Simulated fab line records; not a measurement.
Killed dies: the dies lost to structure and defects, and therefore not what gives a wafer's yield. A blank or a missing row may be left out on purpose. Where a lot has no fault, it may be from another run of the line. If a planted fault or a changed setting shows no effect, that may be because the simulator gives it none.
fab line records :: flow n5Finfet
record
  lots=3
  wafers=9
  lastDay=17
route steps=1938 shown WELL_APT@46 PMOS_HMC_CHANNEL_EPI@57 SD_EPI_N@284 BEOL_M4@1111
lots with no fault: from the same line, run without faults
startH: start of the lot's first displayed wafer, in hours after the record's first day :: waitH: time in hours since the lot's previous step :: " the same as in the row above :: L1.1+2: one row covering several wafers at once :: - either no value or no given start :: * or withheld: withheld :: < > ~ a bound
route shown NAME@n: names a module that has steps shown in the file, with the first one's number in the route :: usual: mean/standard deviation taken from wafers without a fault :: same: alike in all rows :: chamber/n: place in a boat :: sites: the reading at each site :: _std_site: their standard deviation :: _edge_site: inner sites' mean taken away from outer sites' mean :: radiusMm: for every site, how far away it sits from the centre of the wafer :: mask NAME#n: copy n :: behind: tool/chamber where the wafer was last shaped :: hold: cause of the lot's hold/its duration in hours/its outcome :: device: whichever transistor did not switch (one of n, p or np) :: end of line: tests of these same wafers at the route's end :: a step given without rows: its recipe and nothing more :: killed: at the first sort, the dies lost to defects and structure; wafer yield is something else :: map: the dies of a wafer, with x for killed, . for not killed, _ for no die there
set.NAME: the setting the step ran with; set.NAME@STEP: the setting that earlier step ran with :: model.NAME: the simulator's own value behind a step, which no gauge read
a table for each step, a row for each wafer; lots at some steps of the route
services: from which hour (startH, from the record's first day; less than 0 if before it) a tool's chamber was out of use, for how many hours, and why
## steps
# step N5_WELL_APT_DESCUM_30
# recipe
  chemistry=O2
  timeS=7.9
  sourcePowerW=50
  biasPowerW=20
  pressureMtorr=20
  rfFrequencyHz=2.712e+07
  tempC=40
  o2FlowSccm=225
# step N5_WELL_APT_IMPLANT_31
# recipe
  species=B
  energyKev=60
  doseCm2=1.5e+13
  tiltDeg=0
  rotationDeg=0
# step N5_WELL_APT_IMPLANT_32
# recipe
  species=BF2
  energyKev=50
  doseCm2=2e+13
  tiltDeg=0
  rotationDeg=0
# step N5_WELL_APT_STRIP_33
# recipe
  chemistry=SPM
  timeS=900
  tempC=130
  h2so4H2o2VolRatio=4
  dry=ipaMarangoni
# step N5_WELL_APT_RTA_34
# recipe
  tempC=1000
  timeS=10
  ambient=N2
  idleTempC=600
  rampUpCPerS=150
  rampDownCPerS=60
  coolToC=600
# step N5_WELL_APT_OXIDE_STRIP_42
# recipe
  chemistry=dHF
  dilution=25:1
  timeS=45
  tempC=25
  target=SiO2
  targetDepthA=120
# step N5_WELL_APT_PRECLEAN_36
# recipe
  chemistry=O3/DIW
  timeS=45
  tempC=22
  o3Ppm=10
# step N5_WELL_APT_PRECLEAN_39
# recipe
  chemistry=dHF
  timeS=60
  dilution=150:1
  tempC=25
# step N5_WELL_APT_SRD_37
# recipe
  dry=ipaMarangoni
  doPpb=5
  timeS=30
  tempC=23
  rinseLiquid=diw
# step N5_WELL_APT_EPI_41
# recipe
  material=Si
  targetThkA=500
  tempC=650
  precursor=SiH4/H2
  pressureTorr=20
  timeS=297.7
# usual
  throttleValvePct=11.29/0.17
lot.wafer: L309.1
tool: epiRpcvd-01
chamber: 0
startH: 34.34
waitH: 0.0
throttleValvePct: 10.98
model.Si_of_WELL_APT_EPI_41.thkNm: 49.26

lot.wafer: L309.4
tool: epiRpcvd-01
chamber: 0
startH: 34.34
waitH: 0.0
throttleValvePct: 11.22
model.Si_of_WELL_APT_EPI_41.thkNm: 50.09

lot.wafer: L309.5
tool: epiRpcvd-01
chamber: 0
startH: 34.34
waitH: 0.0
throttleValvePct: 11.24
model.Si_of_WELL_APT_EPI_41.thkNm: 49.46

lot.wafer: L312.3
tool: epiRpcvd-01
chamber: 0
startH: 52.32
waitH: 0.3
throttleValvePct: 11.15
model.Si_of_WELL_APT_EPI_41.thkNm: 46.59

lot.wafer: L312.4
tool: epiRpcvd-01
chamber: 0
startH: 52.32
waitH: 0.3
throttleValvePct: 10.96
model.Si_of_WELL_APT_EPI_41.thkNm: 50.48

lot.wafer: L312.5
tool: epiRpcvd-01
chamber: 0
startH: 52.32
waitH: 0.3
throttleValvePct: 11.18
model.Si_of_WELL_APT_EPI_41.thkNm: 50.86

lot.wafer: L329.2
tool: epiRpcvd-04
chamber: 0
startH: 154.97
waitH: 0.1
throttleValvePct: 11.13
model.Si_of_WELL_APT_EPI_41.thkNm: 50.69

lot.wafer: L329.5
tool: epiRpcvd-04
chamber: 0
startH: 154.97
waitH: 0.1
throttleValvePct: 11.12
model.Si_of_WELL_APT_EPI_41.thkNm: 50.26

lot.wafer: L329.6
tool: epiRpcvd-04
chamber: 0
startH: 154.97
waitH: 0.1
throttleValvePct: 11.44
model.Si_of_WELL_APT_EPI_41.thkNm: 49.98
# step N5_PMOS_HMC_CHANNEL_EPI_HM_DEP_34
# recipe
  material=SiO2
  targetThkA=360
  tempC=400
  precursor=TEOS/O2
  pressureTorr=6.5
  rfW=900
  teosFlowSccm=161.4
  gas=O2
  flowSccm=2650
  timeS=6.9
# step N5_PMOS_HMC_CHANNEL_EPI_COAT_31
# recipe
  resist=BARC
  tempC=205
  timeS=60
  spinRpm=1500
  resistThkNm=66
# step N5_PMOS_HMC_CHANNEL_EPI_COAT_03
# recipe
  resist=CAR-ArF-block
  spinRpm=1500
  resistThkNm=205
# step N5_PMOS_HMC_CHANNEL_EPI_EBR_05
# recipe
  solvent=PGMEA
  ebrWidthMm=1.5
# step N5_PMOS_HMC_CHANNEL_EPI_SOFTBAKE_04
# recipe
  tempC=110
  timeS=60
  resist=CAR-ArF-block
# step N5_PMOS_HMC_CHANNEL_EPI_EXPOSE_06
# recipe
  maskId=PMOS_HMC_BLK
  na=1.35
  sourceShape=conventional
  sigmaOuter=0.8
  polarization=unpolarized
  targetCdNm=240
  doseMj=41
# step N5_PMOS_HMC_CHANNEL_EPI_PEB_07
# recipe
  pebTempC=110
  pebTimeS=60
  resist=CAR-ArF-block
# step N5_PMOS_HMC_CHANNEL_EPI_DEVELOP_08
# recipe
  developTimeS=30
  developer=TMAH
  resist=CAR-ArF-block
  devTempC=23
  rinseLiquid=diw
  dry=airSpin
# step N5_PMOS_HMC_CHANNEL_EPI_DESCUM_14
# recipe
  chemistry=O2
  timeS=7.9
  sourcePowerW=50
  biasPowerW=20
  pressureMtorr=20
  rfFrequencyHz=2.712e+07
  tempC=40
  resist=CAR-ArF-block
  o2FlowSccm=225
# step N5_PMOS_HMC_CHANNEL_EPI_ETCH_32
# recipe
  chemistry=N2/H2
  target=BARC
  stopOn=SiO2
  targetDepthA=858
  overEtchFrac=0.3
  timeS=50.3
  ionEnergyEv=200
  maskMaterial=CAR-ArF-block
  pressureMtorr=30
  sourceW=840
  biasW=150
  n2FlowSccm=200
  h2FlowSccm=200
# step N5_PMOS_HMC_CHANNEL_EPI_HM_OPEN_15
# recipe
  chemistry=CHF3/O2
  target=SiO2
  maskMaterial=CAR-ArF-block
  targetDepthA=406
  CHF3_flow_sccm=50
  O2_flow_sccm=5
  Ar_flow_sccm=200
  timeS=20.3
  pressureMtorr=30
  sourceW=650
  biasW=170
  ionEnergyEv=200
# step N5_PMOS_HMC_CHANNEL_EPI_STRIP_33
# recipe
  chemistry=N2/H2
  powerW=500
  tempC=40
  pressureMtorr=50
  rfFrequencyHz=6e+07
  overashFraction=0.3
  biasPowerW=8
  h2Frac=0.5
  n2FlowSccm=300
  h2FlowSccm=300
# step N5_PMOS_HMC_CHANNEL_EPI_STRIP_17
# recipe
  chemistry=SPM
  timeS=750
  tempC=130
  h2so4H2o2VolRatio=4
  dry=ipaMarangoni
# step N5_PMOS_HMC_CHANNEL_EPI_ETCH_38
# recipe
  chemistry=CF4
  target=SiO2
  targetDepthA=15
  ionEnergyEv=350
  pressureMtorr=10
  icpW=800
  biasW=400
  cf4FlowSccm=80
# step N5_PMOS_HMC_CHANNEL_EPI_FIN_RECESS_16
# recipe
  chemistry=HBr/Cl2
  target=Si
  maskMaterial=SiO2
  targetDepthA=540
  timeS=18
  pressureMtorr=10
  icpW=800
  biasW=75
  HBr_flow_sccm=150
  Cl2_flow_sccm=80
# step N5_PMOS_HMC_CHANNEL_EPI_PRECLEAN_36
# recipe
  chemistry=O3/DIW
  timeS=45
  tempC=22
  o3Ppm=10
# step N5_PMOS_HMC_CHANNEL_EPI_PRECLEAN_18
# recipe
  chemistry=DHF
  timeS=30
  tempC=25
  dilution=withheld
# step N5_PMOS_HMC_CHANNEL_EPI_SRD_19
# recipe
  dry=ipaMarangoni
  doPpb=5
  timeS=30
  tempC=23
  rinseLiquid=diw
# step N5_PMOS_HMC_CHANNEL_EPI_EPI_20
# recipe
  material=SiGe30
  maskMaterial=SiO2
  pressureTorr=20
  targetThkA=590
  tempC=600
# step N5_PMOS_HMC_CHANNEL_EPI_HM_STRIP_35
# recipe
  chemistry=dHF
  tempC=25
  material=SiO2
  target=SiO2
  targetDepthA=396
  timeS=216
# step N5_PMOS_HMC_CHANNEL_EPI_SRD_39
# recipe
  dry=ipaMarangoni
  timeS=30
  tempC=23
  rinseLiquid=diw
# step N5_PMOS_HMC_CHANNEL_EPI_CMP_21
# recipe
  material=SiGe30
  postCmpClean=alkalineBrush
  targetThkNm=54
# step N5_PMOS_HMC_CHANNEL_EPI_PRECLEAN_40
# recipe
  chemistry=DHF
  timeS=30
  tempC=25
  dilution=withheld
# step N5_PMOS_HMC_CHANNEL_EPI_PRECLEAN_37
# recipe
  chemistry=O3/DIW
  timeS=45
  tempC=22
  o3Ppm=10
# step N5_SD_EPI_N_STRIP_18
# recipe
  chemistry=SPM
  timeS=750
  tempC=130
  h2so4H2o2VolRatio=4
# usual
  tempC=130.02/0.14
lot.wafer: L309.1
tool: wetBench-03
chamber: 0
startH: 68.76
waitH: 0.0
tempC: 130.30
model.Si_of_WELL_APT_EPI_41.thkNm: 6.4

lot.wafer: L309.4
tool: wetBench-03
chamber: 5
startH: 68.76
waitH: 0.0
tempC: 129.97
model.Si_of_WELL_APT_EPI_41.thkNm: 9.2

lot.wafer: L309.5
tool: wetBench-03
chamber: 1
startH: 68.76
waitH: 0.0
tempC: 130.10
model.Si_of_WELL_APT_EPI_41.thkNm: 6.6

lot.wafer: L312.3
tool: wetBench-01
chamber: 3
startH: 86.10
waitH: 0.0
tempC: 129.88
model.Si_of_WELL_APT_EPI_41.thkNm: 6

lot.wafer: L312.4
tool: wetBench-01
chamber: 2
startH: 86.10
waitH: 0.0
tempC: 129.89
model.Si_of_WELL_APT_EPI_41.thkNm: 9.8

lot.wafer: L312.5
tool: wetBench-01
chamber: 5
startH: 86.10
waitH: 0.0
tempC: 129.94
model.Si_of_WELL_APT_EPI_41.thkNm: 8.6

lot.wafer: L329.2
tool: wetBench-01
chamber: 7
startH: 189.10
waitH: 0.0
tempC: 129.77
model.Si_of_WELL_APT_EPI_41.thkNm: 8.6

lot.wafer: L329.5
tool: wetBench-01
chamber: 1
startH: 189.10
waitH: 0.0
tempC: 130.08
model.Si_of_WELL_APT_EPI_41.thkNm: 8

lot.wafer: L329.6
tool: wetBench-01
chamber: 0
startH: 189.10
waitH: 0.0
tempC: 129.76
model.Si_of_WELL_APT_EPI_41.thkNm: 7
# step N5_BEOL_M4_RC_MEAS_101
# usual
  DIBL_N=36.3/1.6
  DIBL_P=36.2/2
  IOFF_N=0.160/0.028
  IOFF_P=0.21/0.036
  ION_N=677/11
  ION_P=465/6.9
  SS_N=71.5/0.55
  SS_P=73.3/0.64
  VT_N=250/3
  VT_P=-250/3.5
lot.wafer: L309.1
tool: prober-01
chamber: 0
startH: 193.36
waitH: 0.0
DIBL_N[mV/V]: 37.1
DIBL_P[mV/V]: 35.3
IOFF_N[nA/um]: 0.159
IOFF_P[nA/um]: 0.23
ION_N[uA/um]: 689
ION_P[uA/um]: 486
SS_N[mV/dec]: 71.8
SS_P[mV/dec]: 72.2
VT_N[mV]: 246
VT_P[mV]: -245

lot.wafer: L309.4
tool: prober-01
chamber: 0
startH: 193.36
waitH: 0.0
DIBL_N[mV/V]: 35.4
DIBL_P[mV/V]: 34.0
IOFF_N[nA/um]: 0.129
IOFF_P[nA/um]: 0.21
ION_N[uA/um]: 667
ION_P[uA/um]: 468
SS_N[mV/dec]: 71.3
SS_P[mV/dec]: 72.1
VT_N[mV]: 249
VT_P[mV]: -247

lot.wafer: L309.5
tool: prober-01
chamber: 0
startH: 193.36
waitH: 0.0
DIBL_N[mV/V]: 35.2
DIBL_P[mV/V]: 33.4
IOFF_N[nA/um]: 0.137
IOFF_P[nA/um]: 0.21
ION_N[uA/um]: 682
ION_P[uA/um]: 480
SS_N[mV/dec]: 70.3
SS_P[mV/dec]: 72.2
VT_N[mV]: 250
VT_P[mV]: -247

lot.wafer: L312.3
tool: prober-01
chamber: 0
startH: 204.79
waitH: 0.3
DIBL_N[mV/V]: 37.9
DIBL_P[mV/V]: 38.0
IOFF_N[nA/um]: 0.182
IOFF_P[nA/um]: 0.24
ION_N[uA/um]: 677
ION_P[uA/um]: 464
SS_N[mV/dec]: 71.5
SS_P[mV/dec]: 73.2
VT_N[mV]: 247
VT_P[mV]: -250

lot.wafer: L312.4
tool: prober-01
chamber: 0
startH: 204.79
waitH: 0.3
DIBL_N[mV/V]: 36.7
DIBL_P[mV/V]: 37.4
IOFF_N[nA/um]: 0.168
IOFF_P[nA/um]: 0.23
ION_N[uA/um]: 679
ION_P[uA/um]: 479
SS_N[mV/dec]: 71.7
SS_P[mV/dec]: 73.2
VT_N[mV]: 246
VT_P[mV]: -248

lot.wafer: L312.5
tool: prober-01
chamber: 0
startH: 204.79
waitH: 0.3
DIBL_N[mV/V]: 37.5
DIBL_P[mV/V]: 36.3
IOFF_N[nA/um]: 0.180
IOFF_P[nA/um]: 0.21
ION_N[uA/um]: 679
ION_P[uA/um]: 454
SS_N[mV/dec]: 71.6
SS_P[mV/dec]: 73.1
VT_N[mV]: 248
VT_P[mV]: -251

lot.wafer: L329.2
tool: prober-02
chamber: 0
startH: 309.64
waitH: 0.2
DIBL_N[mV/V]: 35.1
DIBL_P[mV/V]: 34.3
IOFF_N[nA/um]: 0.134
IOFF_P[nA/um]: 0.17
ION_N[uA/um]: 679
ION_P[uA/um]: 462
SS_N[mV/dec]: 70.7
SS_P[mV/dec]: 73.3
VT_N[mV]: 251
VT_P[mV]: -255

lot.wafer: L329.5
tool: prober-02
chamber: 0
startH: 309.64
waitH: 0.2
DIBL_N[mV/V]: 35.7
DIBL_P[mV/V]: 35.7
IOFF_N[nA/um]: 0.144
IOFF_P[nA/um]: 0.18
ION_N[uA/um]: 665
ION_P[uA/um]: 452
SS_N[mV/dec]: 71.8
SS_P[mV/dec]: 73.6
VT_N[mV]: 251
VT_P[mV]: -252

lot.wafer: L329.6
tool: prober-02
chamber: 0
startH: 309.64
waitH: 0.2
DIBL_N[mV/V]: 35.9
DIBL_P[mV/V]: 36.2
IOFF_N[nA/um]: 0.152
IOFF_P[nA/um]: 0.18
ION_N[uA/um]: 683
ION_P[uA/um]: 460
SS_N[mV/dec]: 71.4
SS_P[mV/dec]: 73.5
VT_N[mV]: 249
VT_P[mV]: -254
## services
tool: wetBench-01
chamber: -
startH: 18.71
hours: 2.2
kind: repair

tool: wetBench-01
chamber: -
startH: 176.16
hours: 1.9
kind: pm

tool: epiRpcvd-01
chamber: -
startH: 186.90
hours: 4.7
kind: repair
## key
firstSign none at tools or gauges
modelEffect
  step=N5_WELL_APT_EPI_41
  value=Si_of_WELL_APT_EPI_41.thkNm
  without=50.67
  struck=46.59
modelEffect
  step=N5_SD_EPI_N_STRIP_18
  value=Si_of_WELL_APT_EPI_41.thkNm
  without=10
  struck=6
metAt N5_WELL_APT_EPI_41
struckWafers L312.3
onsetBetween 34.34 52.32
fault
  kind=processParameterDrift
  tool=epiRpcvd-01
  chamber=-
  onsetH=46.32
  steps=N5_WELL_APT_EPI_41
  channel=targetThkA
  offset=*
  shape=step
  endH=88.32
  scope=struckWafersOnly
  actsIn=*
  stated=*
